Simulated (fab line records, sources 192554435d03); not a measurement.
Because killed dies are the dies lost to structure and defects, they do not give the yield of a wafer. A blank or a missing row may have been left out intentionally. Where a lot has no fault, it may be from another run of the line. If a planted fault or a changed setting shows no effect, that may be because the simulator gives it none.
fab line records + flow n5Finfet
record
- lots=5
- wafers=12
- lastDay=20
route steps=1938 shown BEOL_M6@1251 BEOL_M7@1263 PASSIVATION@1936
lots that met no fault: from a run of the same line without faults
startH: hours from the record's opening day to when the first of the lot's shown wafers began + waitH: how many hours have passed since the lot's step before this one + " repeats the value in the row above + L1.1+2: a row that stands for several wafers + - no value, or no start was given + * or withheld: withheld + < > ~ a bound
route shown NAME@n: names a module that has steps shown in the file, with the first one's number in the route + usual: mean/standard deviation taken from wafers without a fault + same: alike in all rows + chamber/n: place in a boat + sites: readings site by site + _std_site: the values' standard deviation + _edge_site: inner sites' mean taken away from outer sites' mean + radiusMm: for every site, how far away it sits from the centre of the wafer + mask NAME#n: copy n + behind: the tool/chamber that last shaped the wafer + hold: reason for holding the lot/hours on hold/outcome of the hold + device: which transistor (n, p or np) failed to switch + end of line: tests of these same wafers at the route's end + for a step that has no rows: nothing shown but its recipe + killed: count of dies lost to structure and defects at first sort (not the wafer's yield) + map: a wafer's dies, marking killed ones x, the rest . and places with no die _
set.NAME: the setting the step ran with; set.NAME@STEP: the setting that earlier step ran with + model.NAME: the simulator's own value behind a step, which no gauge read
certain route steps with their lots: each step a table, each wafer a row
services: a tool's chamber out of use, with start hour (startH, from the record's first day; less than 0 if before it), hours out, and reason
## steps
# step N5_BEOL_M6_ALD_77
# recipe
- material=TaN
- targetThkA=20
- tempC=275
- aldPrecursorFamily=PDMAT
- aldCoReactant=NH3
- pressureTorr=3
- carrierFlowSccm=1500
- pulseTimeS=2
- purgeTimeS=3
- coReactantPurgeTimeS=2
- coReactantPulseTimeS=3
- aldCycles=40
- precursorVesselTempC=75
- precursorVesselPressureTorr=26.25
- precursorVesselCarrierSccm=1000
# step N5_BEOL_M6_SURFACE_TREAT_79
# recipe
- gas=Ar
- timeS=*
- ionEnergyEv=*
- ionCurrentMaCm2=0.5
- pressureMtorr=*
- arFlowSccm=30
# step N5_BEOL_M6_CVD_78
# recipe
- material=Co
- targetThkA=20
- tempC=withheld
- precursor=CCTBA/H2
- pressureTorr=30
- timeS=142.3
# step N5_BEOL_M6_SPUTTER_48
# recipe
- material=Cu
- targetThkA=100
- tempC=-20
- biasV=60
- powerW=26000
- chamberPressurePa=0.13
- timeS=1.667
# step N5_BEOL_M6_ECD_50
# recipe
- material=Cu
- targetThkA=3000
# step N5_BEOL_M6_ANNEAL_51
# recipe
- tempC=225
- timeS=90
- ambient=N2
# step N5_BEOL_M6_CMP_52
# recipe
- stopOn=SiCOH_lowk
- tOverpolishS=6.9
- downForcePsi=1
- platenRpm=50
- clearingPlatenDownForcePsi=1.5
- clearingPlatenRpm=50
- postCmpClean=cuAlkaline
- targetThkNm=80
- clearingPlatenPadVelocityMS=0.99484
- padVelocityMS=0.99484
# step N5_BEOL_M6_PRE_CLEAN_55
# recipe
- gas=NH3
- timeS=15
- tempC=withheld
- rfPowerW=300
# step N5_BEOL_M6_DEP_56
# recipe
- material=SiCN
- targetThkA=100
- tempC=withheld
- precursor=3MS/NH3
- pressureTorr=3
- rfW=202
- timeS=17.5
# step N5_BEOL_M7_ILD_DEP_00
# recipe
- material=SiCOH_lowk
- targetThkA=1797.5
- tempC=300
- precursor=DEMS/porogen
- pressureTorr=5
- rfW=500
- timeS=33.4
# usual
- heaterPowerW=300/27
- showerheadPlenumPTorr=5.733/0.014
- throttleValvePct=13.6/0.84
| lot.wafer | tool     | chamber | startH | waitH | heaterPowerW | showerheadPlenumPTorr | throttleValvePct | model.SiCOH_lowk_of_BEOL_M7_ILD_DEP_00.thkNm |
|-----------|----------|---------|--------|-------|--------------|-----------------------|------------------|----------------------------------------------|
| L512.2    | pecvd-03 | 1       | 277.34 | 0.0   | 316          | 5.739                 | 13.2             | 176                                          |
| L512.3    | "        | 2       | "      | "     | 287          | 5.750                 | 12.4             | 173.4                                        |
| L512.5    | "        | 1       | "      | "     | 332          | 5.738                 | 13.4             | 177.8                                        |
| L519.2    | pecvd-03 | 1       | 329.67 | 0.0   | 293          | 5.720                 | 13.1             | 169.6                                        |
| L519.5    | "        | 0       | "      | "     | 305          | 5.725                 | 14.9             | 178.8                                        |
| L521.1    | pecvd-03 | 1       | 332.09 | 0.0   | 336          | 5.722                 | 13.4             | 178.4                                        |
| L521.2    | "        | 2       | "      | "     | 320          | 5.740                 | 12.5             | 170.2                                        |
| L522.2    | pecvd-03 | 2       | 345.09 | 0.0   | 342          | 5.749                 | 12.7             | 169.4                                        |
| L522.4    | "        | 1       | "      | "     | 333          | 5.729                 | 13.5             | 172.8                                        |
| L527.1    | pecvd-01 | 2       | 401.37 | 0.0   | 280          | 5.733                 | 13.9             | 179                                          |
| L527.2    | "        | 1       | "      | "     | 340          | 5.698                 | 13.2             | 177.2                                        |
| L527.4    | "        | 1       | "      | "     | 268          | 5.703                 | 13.1             | 180.8                                        |
# step N5_BEOL_M7_CURE_74
# recipe
- tempC=385
- timeS=240
- ambient=He/Ar
- material=SiCOH_lowk
# step N5_BEOL_M7_THK_MEAS_01
# recipe
- reads=SiCOH_lowk_of_BEOL_M7_ILD_DEP_00
# usual
- M7_ILD_THK=154.0/2.2
| lot.wafer | tool         | chamber | startH | waitH | M7_ILD_THK[nm] |
|-----------|--------------|---------|--------|-------|----------------|
| L512.2    | filmMetro-02 | -       | 277.92 | 0.4   | 151.7          |
| L512.3    | "            | -       | "      | "     | 149.5          |
| L512.5    | "            | -       | "      | "     | 153.4          |
| L519.2    | filmMetro-02 | -       | 330.25 | 0.4   | 146.1          |
| L519.5    | "            | -       | "      | "     | 154.3          |
| L521.1    | filmMetro-01 | -       | 332.66 | 0.4   | 153.9          |
| L521.2    | "            | -       | "      | "     | 146.6          |
| L522.2    | filmMetro-02 | -       | 345.86 | 0.4   | 145.9          |
| L522.4    | "            | -       | "      | "     | 148.9          |
| L527.1    | filmMetro-01 | -       | 401.95 | 0.4   | 154.3          |
| L527.2    | "            | -       | "      | "     | 152.9          |
| L527.4    | "            | -       | "      | "     | 155.7          |
# step N5_BEOL_M7_PECVD_70
# recipe
- material=SiO2
- targetThkA=200
- tempC=400
- precursor=TEOS/O2
- pressureTorr=5.5
- rfW=450
- teosFlowSccm=53.8
- gas=O2
- flowSccm=3000
- timeS=22.7
# step N5_BEOL_M7_HM_DEP_02
# recipe
- material=TiN
- targetThkA=200
- tempC=25
- chamberPressurePa=0.49996
# step N5_BEOL_M7_COAT_59
# recipe
- resist=SOC
- tempC=250
- timeS=60
- spinRpm=1500
- resistThkNm=100
# step N5_BEOL_M7_COAT_60
# recipe
- resist=SiARC
- tempC=220
- timeS=60
- spinRpm=1500
- resistThkNm=35
# step N5_BEOL_M7_COAT_05
# recipe
- resist=CAR-ArF
- spinRpm=1500
- resistThkNm=90
# step N5_BEOL_M7_EBR_07
# recipe
- solvent=PGMEA
- ebrWidthMm=1.5
# step N5_BEOL_M7_SOFTBAKE_06
# recipe
- tempC=110
- timeS=60
- resist=CAR-ArF
# step N5_BEOL_M7_EXPOSE_08
# recipe
- maskId=M7
- na=1.35
- sourceShape=dipole
- sigmaInner=0.817
- sigmaOuter=0.97
- polarization=te
- doseMj=68.25
# step N5_BEOL_M7_PEB_09
# recipe
- pebTempC=withheld
- pebTimeS=60
- resist=CAR-ArF
# step N5_BEOL_M7_DEVELOP_10
# recipe
- developTimeS=30
- developer=TMAH
- resist=CAR-ArF
- rinseLiquid=diw
- dry=airSpin
- devTempC=23
# step N5_BEOL_M7_DESCUM_16
# recipe
- chemistry=O2
- timeS=7.9
- sourcePowerW=50
- biasPowerW=20
- pressureMtorr=20
- rfFrequencyHz=2.712e+07
- tempC=40
- resist=CAR-ArF
- o2FlowSccm=225
# step N5_BEOL_M7_ETCH_61
# recipe
- chemistry=CF4
- target=SiARC
- targetDepthA=455
- maskMaterial=CAR-ArF
- timeS=75.8
- ionEnergyEv=80
- pressureMtorr=40
- sourceW=545
- biasW=36
- Ar_flow_sccm=100
- cf4FlowSccm=100
- ends=cleared
# step N5_BEOL_M7_ETCH_62
# recipe
- chemistry=N2/H2
- target=SOC
- targetDepthA=1100
- overetchA=220
- maskMaterial=SiARC
- tempC=40
- timeS=165
- ionEnergyEv=200
- pressureMtorr=30
- sourceW=840
- biasW=150
- n2FlowSccm=200
- h2FlowSccm=200
# step N5_BEOL_M7_STRIP_68
# recipe
- chemistry=N2/H2
- tempC=40
- n2FlowSccm=200
- h2FlowSccm=200
- rfFrequencyHz=6e+07
# step N5_BEOL_M7_STRIP_67
# recipe
- chemistry=CF4
- resist=SiARC
- powerW=300
- biasPowerW=75
- pressureMtorr=50
- cf4FlowSccm=150
- rfFrequencyHz=6e+07
# step N5_BEOL_M7_HM_OPEN_17
# recipe
- chemistry=Cl2/BCl3
- targetDepthA=200
- overetchA=60
- target=TiN
- maskMaterial=SOC
- ionEnergyEv=150
- pressureMtorr=10
- icpW=1000
- biasW=126
- Cl2_flow_sccm=53.25
- bcl3FlowSccm=21.75
- Ar_flow_sccm=25
# step N5_BEOL_M7_STRIP_19
# recipe
- chemistry=O2
- powerW=400
- tempC=40
- pressureMtorr=30
- rfFrequencyHz=6e+07
- biasPowerW=0
- overashFraction=0.2
- o2FlowSccm=225
# step N5_BEOL_M7_COAT_63
# recipe
- resist=SOC
- tempC=250
- timeS=60
- spinRpm=1500
- resistThkNm=60
# step N5_BEOL_M7_COAT_64
# recipe
- resist=SiARC
- tempC=220
- timeS=60
- spinRpm=1500
- resistThkNm=12
# step N5_BEOL_M7_COAT_71
# recipe
- resist=underlayer
- tempC=205
- timeS=60
- spinRpm=1500
- resistThkNm=5
# step N5_BEOL_M7_COAT_22
# recipe
- resist=CAR-EUV
- spinRpm=1500
- resistThkNm=30
# step N5_BEOL_M7_EBR_24
# recipe
- solvent=PGMEA
- ebrWidthMm=1.5
# step N5_BEOL_M7_SOFTBAKE_23
# recipe
- tempC=110
- timeS=60
- resist=CAR-EUV
# step N5_BEOL_M7_CMP_52
# recipe
- stopOn=SiCOH_lowk
- tOverpolishS=6.9
- downForcePsi=1
- platenRpm=50
- clearingPlatenDownForcePsi=1.5
- clearingPlatenRpm=50
- postCmpClean=cuAlkaline
- targetThkNm=80
- clearingPlatenPadVelocityMS=0.99484
- padVelocityMS=0.99484
# usual
- barrierFieldEndpointS=29.1/0.88
- motorCurrentA=6.2/0.72
- overpolishRunS=6.900/0.0094
- platenRpm=50.00/0.035
- timeToEndpointS=63/3.4
# same
- tOverpolishS=6.9
| lot.wafer | tool   | chamber | startH | waitH | barrierFieldEndpointS | motorCurrentA | overpolishRunS | platenRpm | timeToEndpointS | model.SiCOH_lowk_of_BEOL_M7_ILD_DEP_00.thkNm |
|-----------|--------|---------|--------|-------|-----------------------|---------------|----------------|-----------|-----------------|----------------------------------------------|
| L512.2    | cmp-02 | 3       | 283.96 | 0.2   | 28.6                  | 6.8           | 6.898          | 50.02     | 67              | 148.8                                        |
| L512.3    | "      | 0       | "      | "     | 29.2                  | 7.1           | 6.881          | 50.01     | 65              | 146.4                                        |
| L512.5    | "      | 0       | "      | "     | 29.2                  | 6.9           | 6.893          | 50.00     | 68              | 150.4                                        |
| L519.2    | cmp-03 | 0       | 337.26 | 0.3   | 28.9                  | 5.5           | 6.908          | 49.95     | 64              | 143                                          |
| L519.5    | "      | 2       | "      | "     | 29.6                  | 6.1           | 6.907          | 50.01     | 68              | 151.2                                        |
| L521.1    | cmp-02 | 2       | 337.73 | 0.3   | 30.8                  | 6.4           | 6.881          | 50.04     | 65              | 150.8                                        |
| L521.2    | "      | 1       | "      | "     | 30.1                  | 6.0           | 6.896          | 50.00     | 64              | 143.6                                        |
| L522.2    | cmp-03 | 2       | 354.73 | 0.2   | 28.7                  | 5.6           | 6.897          | 49.98     | 64              | 143                                          |
| L522.4    | "      | 3       | "      | "     | 29.8                  | 5.8           | 6.914          | 50.04     | 65              | 145.8                                        |
| L527.4    | cmp-03 | 3       | 409.70 | 0.1   | 29.5                  | 5.9           | 6.919          | 50.01     | 68              | 152.8                                        |
| L527.1    | "      | 0       | "      | "     | 29.1                  | 5.7           | 6.909          | 49.92     | 64              | 151.4                                        |
| L527.2    | "      | 1       | "      | "     | 29.5                  | 5.4           | 6.908          | 50.00     | 69              | 149.8                                        |
# step N5_PASSIVATION_PROBE_49
# usual
- defectLimitedYield=91.4/1.2
- killed_at_M0_to_M3=35/11
- killed_at_M4_up=14/6
- killedAtContacts=12/6.7
- killedAtFrontEnd=37/9.7
- killedAtOther=3.5/2.5
- killedDies=102/15
- killedOpen=67/12
- killedShort=33/7.3
- sort_bin_5_function=5.1/0.81
- sort_bin_6_memory=3.2/0.65
- sortNPass=1078/15
- sortYieldPct=91.4/1.2
# same
- grossDies=1180
- killedAtBackSide=0
- sort_bin_4_leakage[%]=0
- sort_bin_8_speed[%]=0
| lot.wafer | tool      | chamber | startH | waitH | defectLimitedYield[%] | killed_at_M0_to_M3 | killed_at_M4_up | killedAtContacts | killedAtFrontEnd | killedAtOther | killedDies | killedOpen | killedShort | sort_bin_5_function[%] | sort_bin_6_memory[%] | sortNPass | sortYieldPct[%] |
|-----------|-----------|---------|--------|-------|-----------------------|--------------------|-----------------|------------------|------------------|---------------|------------|------------|-------------|------------------------|----------------------|-----------|-----------------|
| L521.1    | prober-01 | -       | 414.70 | 0.0   | 89.6                  | 48                 | 14              | 12               | 47               | 2             | 123        | 80         | 35          | 5.6                    | 3.8                  | 1057      | 89.6            |
| L519.2    | prober-01 | -       | 416.32 | 0.1   | 89.4                  | 36                 | 7               | 25               | 52               | 5             | 125        | 97         | 28          | 6.7                    | 3.8                  | 1055      | 89.4            |
| L522.2    | prober-02 | -       | 425.81 | 0.1   | 92.6                  | 32                 | 13              | 18               | 21               | 3             | 87         | 56         | 29          | 4.8                    | 2.2                  | 1093      | 92.6            |
| L522.4    | prober-02 | -       | 425.91 | 0.2   | 91.0                  | 29                 | 17              | 26               | 30               | 4             | 106        | 69         | 37          | 5.2                    | 3.3                  | 1074      | 91.0            |
# killed by level:class
L521.1 BEOL_M0_SAQP:geometricParticle:open=14 BEOL_M3:geometricParticle:open=14 STI_FIN_REVEAL:geometricParticle:open=13 FIN_SAQP:geometricParticle:short=12 BEOL_M0_SAQP:geometricParticle:short=11 BEOL_M4:geometricParticle:open=10 MOL_CONTACT_COAG:geometricParticle:open=9 HKMG_FIN:areaEtch=8
L519.2 MOL_CONTACT_COAG:geometricParticle:open=21 FIN_SAQP:geometricParticle:open=15 STI_FIN_REVEAL:geometricParticle:open=13 BEOL_M0_SAQP:geometricParticle:open=9 BEOL_M1:geometricParticle:open=8 BEOL_M2:geometricParticle:open=8 FIN_SAQP:geometricParticle:short=6 MOL_CONTACT_COAG:geometricParticle:short=4
L522.2 MOL_CONTACT_COAG:geometricParticle:open=14 BEOL_M2:geometricParticle:open=7 BEOL_M0_SAQP:geometricParticle:open=6 FIN_SAQP:geometricParticle:short=4 MOL_CONTACT_COAG:geometricParticle:short=4 BEOL_M0_SAQP:geometricParticle:short=4 BEOL_M1:geometricParticle:open=4 BEOL_M1:geometricParticle:short=4
L522.4 MOL_CONTACT_COAG:geometricParticle:open=21 BEOL_M0_SAQP:geometricParticle:short=15 BEOL_M4:geometricParticle:open=11 BEOL_M0_SAQP:geometricParticle:open=8 FIN_SAQP:geometricParticle:open=7 FIN_SAQP:geometricParticle:short=7 DUMMY_GATE:geometricParticle:open=6 MOL_CONTACT_COAG:geometricParticle:short=5
## services
| tool     | chamber | startH | hours | kind                          |
|----------|---------|--------|-------|-------------------------------|
| pecvd-01 | -       | 266.95 | 2.8   | pm                            |
| cmp-03   | -       | 270.53 | 4.2   | repair                        |
| pecvd-01 | 1       | 278.52 | 4.2   | repair                        |
| pecvd-01 | 2       | 284.94 | 19.7  | repair                        |
| cmp-02   | -       | 301.97 | 3.8   | pm                            |
| cmp-03   | -       | 306.56 | 5.8   | pm                            |
| cmp-03   | -       | 338.77 | 7.0   | repair                        |
| cmp-03   | -       | 355.51 | 4.0   | pm                            |
| cmp-03   | -       | 359.51 | -     | consumableReplace:conditioner |
| cmp-03   | -       | 359.51 | -     | consumableReplace:pad         |
| pecvd-03 | 1       | 378.82 | 2.1   | scheduledDown                 |
| cmp-02   | -       | 395.86 | 1.0   | repair                        |
| cmp-02   | -       | 398.48 | 3.4   | repair                        |
| pecvd-01 | 1       | 398.76 | 2.1   | scheduledDown                 |
| cmp-02   | -       | 402.61 | 4.0   | pm                            |
| cmp-02   | -       | 406.61 | -     | consumableReplace:conditioner |
| cmp-02   | -       | 406.61 | -     | consumableReplace:pad         |
## key
firstSign
- step=N5_BEOL_M7_THK_MEAS_01
- reading=M7_ILD_THK
- direction=down
- sigmas=3.2
- usual=154.0
- struck=146.9
effect none on later readings
modelEffect
- step=N5_BEOL_M7_ILD_DEP_00
- value=SiCOH_lowk_of_BEOL_M7_ILD_DEP_00.thkNm
- without=177.2
- struck=170.5
modelEffect
- step=N5_BEOL_M7_CMP_52
- value=SiCOH_lowk_of_BEOL_M7_ILD_DEP_00.thkNm
- without=149.8
- struck=143.8
metAt N5_BEOL_M7_ILD_DEP_00
struckWafers L519.2,L521.2,L522.2,L522.4
onsetBetween 277.34 329.67
fault
- kind=processParameterDrift
- tool=pecvd-03
- chamber=-
- onsetH=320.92
- steps=N5_BEOL_M7_ILD_DEP_00
- channel=timeS
- offset=*
- shape=step
- endH=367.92
- scope=struckWafersOnly
- actsIn=*
- stated=*
